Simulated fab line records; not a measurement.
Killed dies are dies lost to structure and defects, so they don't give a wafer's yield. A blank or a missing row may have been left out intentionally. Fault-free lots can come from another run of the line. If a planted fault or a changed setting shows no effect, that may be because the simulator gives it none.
Chamber matching || flow n5-finfet || 4 sister chambers for N5_BEOL_M0_ALD_136 on ald-metal-02
The step deposits TaN, pulse time 2 s, purge time 3 s, co reactant purge time 2 s. 14 wafers are shown with their chamber, then 7 later ones without.

== WAFERS WITH THEIR CHAMBER ==
{"wafer": "L077.2", "chamber": 2, "heater-power-w (W)": 428}
{"wafer": "L077.5", "chamber": 3, "heater-power-w (W)": 397}
{"wafer": "L077.6", "chamber": 2, "heater-power-w (W)": 422}
{"wafer": "L079.1", "chamber": 1, "heater-power-w (W)": 384}
{"wafer": "L079.2", "chamber": 2, "heater-power-w (W)": 436}
{"wafer": "L079.4", "chamber": 3, "heater-power-w (W)": 393}
{"wafer": "L081.1", "chamber": 1, "heater-power-w (W)": 380}
{"wafer": "L081.3", "chamber": 0, "heater-power-w (W)": 416}
{"wafer": "L081.5", "chamber": 2, "heater-power-w (W)": 429}
{"wafer": "L083.1", "chamber": 0, "heater-power-w (W)": 413}
{"wafer": "L083.5", "chamber": 2, "heater-power-w (W)": 438}
{"wafer": "L083.6", "chamber": 3, "heater-power-w (W)": 392}
{"wafer": "L086.1", "chamber": 0, "heater-power-w (W)": 396}
{"wafer": "L086.2", "chamber": 3, "heater-power-w (W)": 395}

SIGNATURES, as means of the wafers listed above
{"reading": "heater-power-w", "chamber 0": 408.33, "chamber 1": 382.00, "chamber 2": 430.60, "chamber 3": 394.25, "scatter within a chamber": 6.5}
Rule: a wafer lies at a distance from a chamber equal to the root of the sum of squares, over the readings, of (its reading less the chamber's mean, divided by the reading's scatter). If the next closest chamber is less than 2 further off than the closest, the wafer can't be placed; otherwise it belongs to the closest. The scatter: the root of (the sum of the squares of (reading less its chamber's mean) over the shown wafers, divided by (wafers less chambers)).

== WAFERS MISSING THEIR CHAMBER ==
{"wafer": "L086.5", "heater-power-w (W)": 422}
{"wafer": "L088.2", "heater-power-w (W)": 404}
{"wafer": "L088.3", "heater-power-w (W)": 380}
{"wafer": "L088.5", "heater-power-w (W)": 382}
{"wafer": "L089.1", "heater-power-w (W)": 433}
{"wafer": "L089.2", "heater-power-w (W)": 402}
{"wafer": "L089.4", "heater-power-w (W)": 406}

== THE CHAMBER EACH PASSED THROUGH ==
{"wafer": "L086.5", "from the rows above": "can't be placed: 2 or 0", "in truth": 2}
{"wafer": "L088.2", "from the rows above": "can't be placed: 0 or 3", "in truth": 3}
{"wafer": "L088.3", "from the rows above": "can't be placed: 1 or 3", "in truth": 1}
{"wafer": "L088.5", "from the rows above": "can't be placed: 1 or 3", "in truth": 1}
{"wafer": "L089.1", "from the rows above": 2, "in truth": 2}
{"wafer": "L089.2", "from the rows above": "can't be placed: 0 or 3", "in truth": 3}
{"wafer": "L089.4", "from the rows above": "can't be placed: 0 or 3", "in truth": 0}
Placed correctly: 1 of 7. Unplaceable from these rows: 6, with the true chamber sitting among the candidates in 6. Number placed wrongly: 0.
